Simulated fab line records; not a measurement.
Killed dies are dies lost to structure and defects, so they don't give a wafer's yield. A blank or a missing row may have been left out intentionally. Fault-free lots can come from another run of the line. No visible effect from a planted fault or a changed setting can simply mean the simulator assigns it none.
fab line records	flow nand-harc
record: lots: 12	wafers: 36	last-day: 24
route steps=1159 shown A_M0@1020 A_M1@1034 END@1159
lots that met no fault: from a run of the same line without faults
start-h: start of the lot's first displayed wafer, in hours after the record's first day	wait-h: how many hours have passed since the lot's step before this one	" as in the row above	L1.1+2: a row that stands for several wafers	- no value present, or no start provided	* or withheld: withheld	< > ~ a bound
route shown NAME@n: NAME is a module with steps in the file, n the number in the route of the first one	usual: mean and standard deviation over wafers with no fault	same: alike in all rows	chamber/n: place in a boat	sites: each site's reading	_std_site: the values' standard deviation	_edge_site: mean of outer sites minus mean of inner sites	radius-mm: for every site, how far away it sits from the centre of the wafer	mask NAME#n: copy n	behind: the most recent tool/chamber to have shaped the wafer	hold: cause of the lot's hold/its duration in hours/its outcome	device: the n, p or np transistor that did not switch	end of line: the route-end tests of the same wafers	where a step has no rows: the recipe by itself	killed: dies lost to structure and defects at the first sort, not the wafer's yield	map: shows each die of a wafer: x if killed, . if not, _ if none is there
set.NAME: the run value of the setting; set.NAME@STEP: its run value at that earlier step	model.NAME: the simulator's own value behind a step, which no gauge read
the route's steps for a sample of lots (tables are steps, rows are wafers)
services: a tool's chamber out of use, with start hour (start-h, from the record's first day; less than 0 if before it), hours out, and reason
== steps ==
step: NHARC_A_M0_THK_MEAS_24
recipe: thk-meas-gauge: xrf
usual: thk-nm: 113.8/1.3
lot.wafer	tool	chamber	start-h	wait-h	thk-nm
L239.1	film-metro-01	-	414.55	-	112.9
L239.5	"	-	"	"	114.4
L239.6	"	-	"	"	116.1
L241.2	film-metro-01	-	419.22	-	112.0
L241.3	"	-	"	"	114.3
L241.5	"	-	"	"	112.8
L243.1	film-metro-01	-	440.51	-	112.7
L243.2	"	-	"	"	114.4
L243.4	"	-	"	"	113.2
L244.1	film-metro-01	-	440.93	-	113.2
L244.2	"	-	"	"	114.4
L244.5	"	-	"	"	114.7
L245.1	film-metro-02	-	447.24	-	110.8
L245.4	"	-	"	"	114.3
L245.6	"	-	"	"	113.8
L248.2	film-metro-01	-	461.10	-	112.9
L248.3	"	-	"	"	110.7
L248.5	"	-	"	"	113.7
L246.1	film-metro-02	-	461.61	-	114.3
L246.4	"	-	"	"	115.3
L246.6	"	-	"	"	113.0
L253.1	film-metro-01	-	490.81	-	110.1
L253.2	"	-	"	"	113.8
L253.5	"	-	"	"	112.4
L252.1	film-metro-02	-	495.43	-	113.1
L252.2	"	-	"	"	113.8
L252.4	"	-	"	"	114.5
L257.1	film-metro-02	-	516.19	-	114.3
L257.3	"	-	"	"	115.4
L257.4	"	-	"	"	114.7
L260.2	film-metro-02	-	532.79	-	114.4
L260.4	"	-	"	"	111.9
L260.6	"	-	"	"	116.1
L261.1	film-metro-02	-	545.16	-	112.1
L261.3	"	-	"	"	116.8
L261.5	"	-	"	"	116.0
step: NHARC_A_M0_INSPECT_27
usual: raw-defect-count: 431/100
lot.wafer	tool	chamber	start-h	wait-h	raw-defect-count
L239.1	defect-inspect-02	-	414.71	0.0	428
L239.5	"	-	"	"	543
L239.6	"	-	"	"	332
L241.2	defect-inspect-01	-	419.38	0.0	378
L241.3	"	-	"	"	417
L241.5	"	-	"	"	489
L243.1	defect-inspect-02	-	440.66	0.0	355
L243.2	"	-	"	"	543
L243.4	"	-	"	"	481
L244.1	defect-inspect-02	-	441.09	0.0	780
L244.2	"	-	"	"	571
L244.5	"	-	"	"	485
L245.1	defect-inspect-01	-	447.40	0.0	324
L245.4	"	-	"	"	279
L245.6	"	-	"	"	663
L248.2	defect-inspect-01	-	461.26	0.0	418
L248.3	"	-	"	"	357
L248.5	"	-	"	"	476
L246.1	defect-inspect-01	-	461.77	0.0	547
L246.4	"	-	"	"	445
L246.6	"	-	"	"	388
L253.1	defect-inspect-01	-	490.97	0.0	288
L253.2	"	-	"	"	391
L253.5	"	-	"	"	473
L252.1	defect-inspect-01	-	495.59	0.0	279
L252.2	"	-	"	"	428
L252.4	"	-	"	"	347
L257.1	defect-inspect-01	-	516.38	0.0	374
L257.3	"	-	"	"	361
L257.4	"	-	"	"	253
L260.2	defect-inspect-02	-	532.94	0.0	465
L260.4	"	-	"	"	497
L260.6	"	-	"	"	391
L261.1	defect-inspect-02	-	545.32	0.0	546
L261.3	"	-	"	"	403
L261.5	"	-	"	"	519
step: NHARC_A_M1_PEB_07
recipe: peb-temp-c: 100	peb-time-s: 65
usual: heater-power-total-W: 156.6/0.41	resist-line-temp-C: 23.02/0.11
lot.wafer	tool	chamber	start-h	wait-h	heater-power-total-W	resist-line-temp-C
L239.1	litho-track-06	0	416.00	0.1	156.1	23.11
L239.5	"	0	"	"	156.7	23.10
L239.6	"	0	"	"	156.0	23.17
L241.2	litho-track-01	0	420.55	0.1	156.4	23.13
L241.3	"	0	"	"	157.1	22.94
L241.5	"	0	"	"	156.2	22.92
L243.1	litho-track-04	0	442.40	0.1	156.0	22.95
L243.2	"	0	"	"	156.4	23.09
L243.4	"	0	"	"	156.4	23.05
L244.1	litho-track-04	0	442.72	0.1	156.9	22.99
L244.2	"	0	"	"	157.1	23.04
L244.5	"	0	"	"	157.1	23.01
L245.1	litho-track-04	0	448.59	0.1	156.3	23.16
L245.4	"	0	"	"	156.2	23.05
L245.6	"	0	"	"	157.1	23.04
L248.2	litho-track-01	0	462.67	0.1	157.1	22.90
L248.3	"	0	"	"	157.1	23.12
L248.5	"	0	"	"	156.7	22.90
L246.1	litho-track-06	0	462.97	0.1	156.0	23.08
L246.4	"	0	"	"	156.2	22.99
L246.6	"	0	"	"	156.1	23.12
L253.1	litho-track-01	0	492.33	0.1	156.8	22.98
L253.2	"	0	"	"	166.9	22.86
L253.5	"	0	"	"	157.1	22.98
L252.1	litho-track-06	0	496.81	0.1	156.7	23.06
L252.2	"	0	"	"	156.7	22.93
L252.4	"	0	"	"	156.5	22.88
L257.1	litho-track-01	0	517.80	0.1	156.8	22.75
L257.3	"	0	"	"	167.1	22.84
L257.4	"	0	"	"	166.3	22.87
L260.2	litho-track-06	0	534.40	0.1	156.8	22.99
L260.4	"	0	"	"	157.0	23.07
L260.6	"	0	"	"	156.1	22.88
L261.1	litho-track-04	0	546.64	0.1	156.0	22.87
L261.3	"	0	"	"	157.0	22.87
L261.5	"	0	"	"	156.1	22.79
step: NHARC_A_M1_CD_MEAS_09
recipe: target-cd-nm: 120	landing-energy-ev: 500
usual: cd-nm: 119.8/0.47
lot.wafer	tool	chamber	start-h	wait-h	cd-nm
L239.1	cd-sem-03	0	416.08	-	119.8
L239.5	"	0	"	"	119.9
L239.6	"	0	"	"	119.8
L241.2	cd-sem-01	0	420.63	-	120.4
L241.3	"	0	"	"	119.7
L241.5	"	0	"	"	119.7
L243.1	cd-sem-01	0	442.48	-	119.5
L243.2	"	0	"	"	120.0
L243.4	"	0	"	"	119.4
L244.1	cd-sem-01	0	442.80	-	120.2
L244.2	"	0	"	"	120.6
L244.5	"	0	"	"	120.0
L245.1	cd-sem-01	0	448.67	-	119.5
L245.4	"	0	"	"	119.6
L245.6	"	0	"	"	118.8
L248.2	cd-sem-03	0	462.75	-	119.0
L248.3	"	0	"	"	118.8
L248.5	"	0	"	"	120.1
L246.1	cd-sem-03	0	463.05	-	119.9
L246.4	"	0	"	"	120.1
L246.6	"	0	"	"	120.4
L253.1	cd-sem-01	0	492.41	-	119.4
L253.2	"	0	"	"	114.6
L253.5	"	0	"	"	119.4
L252.1	cd-sem-03	0	496.89	-	119.5
L252.2	"	0	"	"	120.4
L252.4	"	0	"	"	120.7
L257.1	cd-sem-03	0	517.87	-	119.7
L257.3	"	0	"	"	116.2
L257.4	"	0	"	"	115.9
L260.2	cd-sem-03	0	534.48	-	120.3
L260.4	"	0	"	"	119.7
L260.6	"	0	"	"	120.6
L261.1	cd-sem-02	0	546.72	-	119.8
L261.3	"	0	"	"	120.1
L261.5	"	0	"	"	119.2
step: NHARC_A_M1_DEGAS_29
recipe: temp-c: 250	time-s: 60
usual: heater-power-w: 347/40
lot.wafer	tool	chamber	start-h	wait-h	heater-power-w
L239.1	pvd-sputter-02	-	417.32	-	354
L239.6	"	-	"	"	396
L239.5	"	-	"	"	390
L241.3	pvd-sputter-02	-	421.84	-	358
L241.2	"	-	"	"	373
L241.5	"	-	"	"	339
L243.4	pvd-sputter-03	-	443.72	-	359
L243.2	"	-	"	"	391
L243.1	"	-	"	"	286
L244.1	pvd-sputter-02	-	444.05	-	393
L244.2	"	-	"	"	383
L244.5	"	-	"	"	389
L245.4	pvd-sputter-01	-	450.00	-	327
L245.1	"	-	"	"	341
L245.6	"	-	"	"	274
L248.3	pvd-sputter-02	-	463.98	-	389
L248.2	"	-	"	"	398
L248.5	"	-	"	"	390
L246.4	pvd-sputter-01	-	464.26	-	345
L246.1	"	-	"	"	266
L246.6	"	-	"	"	308
L253.1	pvd-sputter-02	-	493.63	-	338
L253.2	"	-	"	"	356
L253.5	"	-	"	"	344
L252.1	pvd-sputter-03	-	498.59	-	385
L252.2	"	-	"	"	329
L252.4	"	-	"	"	412
L257.3	pvd-sputter-02	-	519.25	-	383
L257.1	"	-	"	"	359
L257.4	"	-	"	"	336
L260.4	pvd-sputter-03	-	535.68	-	377
L260.2	"	-	"	"	347
L260.6	"	-	"	"	376
L261.1	pvd-sputter-03	-	547.94	-	283
L261.3	"	-	"	"	377
L261.5	"	-	"	"	291
step: NHARC_END_SORT_01
recipe: temp-c: 25
usual: defect-limited-yield: 95.4/1.3	killed-at-array: 27/8	killed-at-other: 0.8/1.2	killed-at-periphery: 3.3/2.3	killed-dies: 31/8.8	killed-open: 3.2/2.1	killed-short: 2.1/1.4	sort_bin_2_pct: 1.4/0.55	sort_bin_3_pct: 0.25/0.2	sort_bin_4_pct: 2.9/0.92	sort-n-pass: 646/8.8	sort-rim-yield-pct: 95.5/2.7	sort-yield-pct: 95.4/1.3
same: gross-dies: 677	sort_bin_5_pct[%]: 0	sort_bin_6_pct[%]: 0	sort_bin_7_pct[%]: 0	sort_bin_8_pct[%]: 0	sort-rim-n-gross: 106.00
lot.wafer	tool	chamber	start-h	wait-h	defect-limited-yield[%]	killed-at-array	killed-at-other	killed-at-periphery	killed-dies	killed-open	killed-short	sort_bin_2_pct[%]	sort_bin_3_pct[%]	sort_bin_4_pct[%]	sort-n-pass	sort-rim-yield-pct[%]	sort-yield-pct[%]
L252.1	prober-02	0	529.72	2.5	95.0	26	1	7	34	2	1	1.6	0.15	3.2	643	100.0	95.0
L252.2	prober-02	0	530.53	2.8	94.4	36	1	1	38	3	5	1.5	0.30	3.8	639	93.4	94.4
L252.4	prober-02	0	532.15	3.4	97.2	18	0	1	19	2	1	1.0	0	1.8	658	93.4	97.2
killed by level:class
L252.1 A_CHANNEL_HOLE_D1:chamber-film-flake=18 P_M1:chamber-film-flake=3 A_STAIRCASE:chamber-film-flake=3 A_CONTACT:chamber-film-flake=3 P_GATE:chamber-film-flake=2 P_CONTACT:geometric-particle:open=1 A_STAIRCASE:geometric-particle:short=1 A_WL_FILL:geometric-particle:open=1
L252.2 A_CHANNEL_HOLE_D1:chamber-film-flake=18 A_CONTACT:chamber-film-flake=10 A_M0:geometric-particle:short=2 P_CONTACT:geometric-particle:open=1 A_SOURCE_PLATE:geometric-particle:short=1 A_ONON_D1:geometric-particle:short=1 A_CHANNEL_FILL_D1:geometric-particle:open=1 A_CHANNEL_FILL_D1:geometric-particle:short=1
L252.4 A_CHANNEL_HOLE_D1:chamber-film-flake=11 A_CONTACT:chamber-film-flake=4 P_STI:geometric-particle:open=1 A_CHANNEL_FILL_D1:geometric-particle:open=1 A_WL_FILL:geometric-particle:short=1 A_STAIRCASE:chamber-film-flake=1
== services ==
tool	chamber	start-h	hours	kind
pvd-sputter-03	-	440.19	3.5	repair
litho-track-01	-	443.00	7.0	pm
pvd-sputter-03	-	458.00	10.0	pm
litho-track-06	-	467.00	7.0	pm
litho-track-04	-	491.00	7.0	pm
pvd-sputter-03	-	505.02	1.3	repair
pvd-sputter-01	-	514.04	10.0	pm
== key ==
first-sign: step: NHARC_A_M1_PEB_07	reading: heater-power-total-W	direction: up	sigmas: 25	usual: *	struck: *
effect: step: NHARC_A_M1_CD_MEAS_09	reading: cd-nm	direction: down	sigmas: 8.8	usual: 119.8	struck: 115.6
met-at NHARC_A_M1_PEB_07
struck-lots L253,L257
struck-wafers L253.2,L257.3,L257.4
not-acting-at NHARC_A_M0_THK_MEAS_24,NHARC_A_M0_INSPECT_27,NHARC_A_M1_DEGAS_29
onset-between 462.67 492.33
fault: kind: process-parameter-drift	tool: litho-track-01	chamber: -	onset-h: 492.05	steps: NHARC_A_M1_PEB_07	channel: peb-time-s	offset: *	shape: step	end-h: 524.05	scope: struck-wafers-only	acts-in: *	stated: *
